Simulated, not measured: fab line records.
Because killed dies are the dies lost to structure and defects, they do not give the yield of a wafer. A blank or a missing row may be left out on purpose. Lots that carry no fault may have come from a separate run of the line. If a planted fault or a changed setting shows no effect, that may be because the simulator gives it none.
Split-lot experiment / flow n5 finfet / route with 1938 steps; 7 lots, 39 wafers read

ON THE SPLIT
At N5_FIN_CUT_ETCH_21 (etches SOC in N2/H2, target depth 219 nm, overetch 43.8 nm, time 523.5 s), the setting bias w was moved away from the recipe's 61 W on 12 of the 39 wafers read, by -15.3% to +16.9%. This setting was run at the recipe's value on the other wafers.

The reading is taken at the split's own step.

THE READING
rf vpp V, in V, at N5_FIN_CUT_ETCH_21 (etches SOC in N2/H2, target depth 219 nm, overetch 43.8 nm, time 523.5 s). A value of 241.1 V with a standard deviation of 1.2 V is what fault-free wafers of this fab line usually give.

wafer=L074.1; tool, chamber at the split=rie diel-06, 0; bias w as run, W=61; against the recipe=recipe; rf vpp V, V=242.7; against lot-mates on the recipe=-
wafer=L074.2; tool, chamber at the split=rie diel-06, 2; bias w as run, W=51.68; against the recipe=-15.3%; rf vpp V, V=217.1; against lot-mates on the recipe=-24.6
wafer=L074.3; tool, chamber at the split=rie diel-06, 1; bias w as run, W=51.68; against the recipe=-15.3%; rf vpp V, V=217.0; against lot-mates on the recipe=-24.7
wafer=L074.4; tool, chamber at the split=rie diel-06, 3; bias w as run, W=51.68; against the recipe=-15.3%; rf vpp V, V=214.0; against lot-mates on the recipe=-27.7
wafer=L074.5; tool, chamber at the split=rie diel-06, 2; bias w as run, W=61; against the recipe=recipe; rf vpp V, V=241.3; against lot-mates on the recipe=-
wafer=L074.6; tool, chamber at the split=rie diel-06, 1; bias w as run, W=61; against the recipe=recipe; rf vpp V, V=241.2; against lot-mates on the recipe=-
wafer=L080.1; tool, chamber at the split=rie diel-02, 3; bias w as run, W=61; against the recipe=recipe; rf vpp V, V=241.9; against lot-mates on the recipe=-
wafer=L080.2; tool, chamber at the split=rie diel-02, 1; bias w as run, W=61; against the recipe=recipe; rf vpp V, V=241.6; against lot-mates on the recipe=-
wafer=L080.3; tool, chamber at the split=rie diel-02, 0; bias w as run, W=61; against the recipe=recipe; rf vpp V, V=240.5; against lot-mates on the recipe=-
wafer=L080.4; tool, chamber at the split=rie diel-02, 2; bias w as run, W=61; against the recipe=recipe; rf vpp V, V=241.7; against lot-mates on the recipe=-
wafer=L080.5; tool, chamber at the split=rie diel-02, 3; bias w as run, W=61; against the recipe=recipe; rf vpp V, V=239.7; against lot-mates on the recipe=-
wafer=L080.6; tool, chamber at the split=rie diel-02, 2; bias w as run, W=61; against the recipe=recipe; rf vpp V, V=242.2; against lot-mates on the recipe=-
wafer=L082.1; tool, chamber at the split=rie diel-06, 0; bias w as run, W=61; against the recipe=recipe; rf vpp V, V=242.4; against lot-mates on the recipe=-
wafer=L082.2; tool, chamber at the split=rie diel-06, 1; bias w as run, W=56.49; against the recipe=-7.4%; rf vpp V, V=231.3; against lot-mates on the recipe=-9.3
wafer=L082.3; tool, chamber at the split=rie diel-06, 2; bias w as run, W=61; against the recipe=recipe; rf vpp V, V=240.4; against lot-mates on the recipe=-
wafer=L082.4; tool, chamber at the split=rie diel-06, 3; bias w as run, W=61; against the recipe=recipe; rf vpp V, V=239.0; against lot-mates on the recipe=-
wafer=L082.5; tool, chamber at the split=rie diel-06, 1; bias w as run, W=56.49; against the recipe=-7.4%; rf vpp V, V=230.3; against lot-mates on the recipe=-10.3
wafer=L082.6; tool, chamber at the split=rie diel-06, 2; bias w as run, W=56.49; against the recipe=-7.4%; rf vpp V, V=228.9; against lot-mates on the recipe=-11.7
wafer=L083.1; tool, chamber at the split=rie diel-01, 3; bias w as run, W=61; against the recipe=recipe; rf vpp V, V=240.2; against lot-mates on the recipe=-
wafer=L083.2; tool, chamber at the split=rie diel-01, 1; bias w as run, W=61; against the recipe=recipe; rf vpp V, V=242.0; against lot-mates on the recipe=-
wafer=L083.4; tool, chamber at the split=rie diel-01, 2; bias w as run, W=61; against the recipe=recipe; rf vpp V, V=240.5; against lot-mates on the recipe=-
wafer=L085.1; tool, chamber at the split=rie diel-06, 3; bias w as run, W=61; against the recipe=recipe; rf vpp V, V=239.7; against lot-mates on the recipe=-
wafer=L085.2; tool, chamber at the split=rie diel-06, 1; bias w as run, W=61; against the recipe=recipe; rf vpp V, V=242.0; against lot-mates on the recipe=-
wafer=L085.3; tool, chamber at the split=rie diel-06, 0; bias w as run, W=61; against the recipe=recipe; rf vpp V, V=243.6; against lot-mates on the recipe=-
wafer=L085.4; tool, chamber at the split=rie diel-06, 2; bias w as run, W=61; against the recipe=recipe; rf vpp V, V=240.0; against lot-mates on the recipe=-
wafer=L085.5; tool, chamber at the split=rie diel-06, 2; bias w as run, W=61; against the recipe=recipe; rf vpp V, V=240.6; against lot-mates on the recipe=-
wafer=L085.6; tool, chamber at the split=rie diel-06, 3; bias w as run, W=61; against the recipe=recipe; rf vpp V, V=240.2; against lot-mates on the recipe=-
wafer=L087.1; tool, chamber at the split=rie diel-06, 2; bias w as run, W=52.9; against the recipe=-13.3%; rf vpp V, V=220.1; against lot-mates on the recipe=-21.5
wafer=L087.2; tool, chamber at the split=rie diel-06, 1; bias w as run, W=61; against the recipe=recipe; rf vpp V, V=243.4; against lot-mates on the recipe=-
wafer=L087.3; tool, chamber at the split=rie diel-06, 3; bias w as run, W=61; against the recipe=recipe; rf vpp V, V=238.9; against lot-mates on the recipe=-
wafer=L087.4; tool, chamber at the split=rie diel-06, 0; bias w as run, W=52.9; against the recipe=-13.3%; rf vpp V, V=221.0; against lot-mates on the recipe=-20.6
wafer=L087.5; tool, chamber at the split=rie diel-06, 1; bias w as run, W=52.9; against the recipe=-13.3%; rf vpp V, V=221.5; against lot-mates on the recipe=-20.1
wafer=L087.6; tool, chamber at the split=rie diel-06, 0; bias w as run, W=61; against the recipe=recipe; rf vpp V, V=242.6; against lot-mates on the recipe=-
wafer=L092.1; tool, chamber at the split=rie diel-02, 1; bias w as run, W=71.28; against the recipe=+16.9%; rf vpp V, V=266.8; against lot-mates on the recipe=+25.6
wafer=L092.2; tool, chamber at the split=rie diel-02, 3; bias w as run, W=61; against the recipe=recipe; rf vpp V, V=239.4; against lot-mates on the recipe=-
wafer=L092.3; tool, chamber at the split=rie diel-02, 0; bias w as run, W=71.28; against the recipe=+16.9%; rf vpp V, V=267.5; against lot-mates on the recipe=+26.3
wafer=L092.4; tool, chamber at the split=rie diel-02, 2; bias w as run, W=61; against the recipe=recipe; rf vpp V, V=241.8; against lot-mates on the recipe=-
wafer=L092.5; tool, chamber at the split=rie diel-02, 2; bias w as run, W=61; against the recipe=recipe; rf vpp V, V=242.5; against lot-mates on the recipe=-
wafer=L092.6; tool, chamber at the split=rie diel-02, 1; bias w as run, W=71.28; against the recipe=+16.9%; rf vpp V, V=266.7; against lot-mates on the recipe=+25.5

THE FIT
A straight line over all 39 wafers: rf vpp V changes by +1.56 V for each +1% of bias w; r = +0.99; the points scatter about the line by 1.3 V.
The same after taking each lot's own level away (the mean of its wafers on the recipe; 39 wafers): +1.57 V for each +1%; r = +0.99; scatter 1.3 V.
That fit puts the effect of the largest move of bias w on the reading at 27 V.
From 240.60 to 241.73 V: that is the span of the lots' own levels, equal to 0.9 times the standard deviation above.
The two slopes agree, so the slope changes little with the lot-to-lot level.
Check: for one of the wafers moved furthest among these (+16.9%), held out of the fit, the line's prediction against its lot-mates is +26.6 V. Against them it came out at +25.6 V.
Tool readings at the split's step, against how far the setting was moved: rf vpp V r = +0.99.

THESE WAFERS: OTHER SPLITS
These wafers also went through other splits before the reading. Each is held against what the fit with the lots' levels taken away leaves over:
other split on the same wafers=N5_FIN_SAQP_HM_DEP_72 target thk a; wafers away from the commonest value=9; r with rf vpp V (lot level and that fit taken away)=+0.02

THE WHOLE CHAIN: every reading that the file lists as answering this split, in the file's order
step=N5_FIN_CUT_ETCH_21; what it does=etches SOC in N2/H2, target depth 219 nm, overetch 43.8 nm, time 523.5 s; reading=rf vpp V; change (the file's fit)=+1.58 V for each +1% of the setting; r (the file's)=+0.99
step=N5_FIN_CUT_ETCH_21; what it does=etches SOC in N2/H2, target depth 219 nm, overetch 43.8 nm, time 523.5 s; reading=SiARC_of_FIN_CUT_COAT_19.thk nm (the simulator's own value, which no gauge read); change (the file's fit)=-0.0555 nm for each +1% of the setting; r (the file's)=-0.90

THE FILE'S OWN FIT
rf vpp V changes by +1.58 V for each +1% of bias w, r = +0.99.
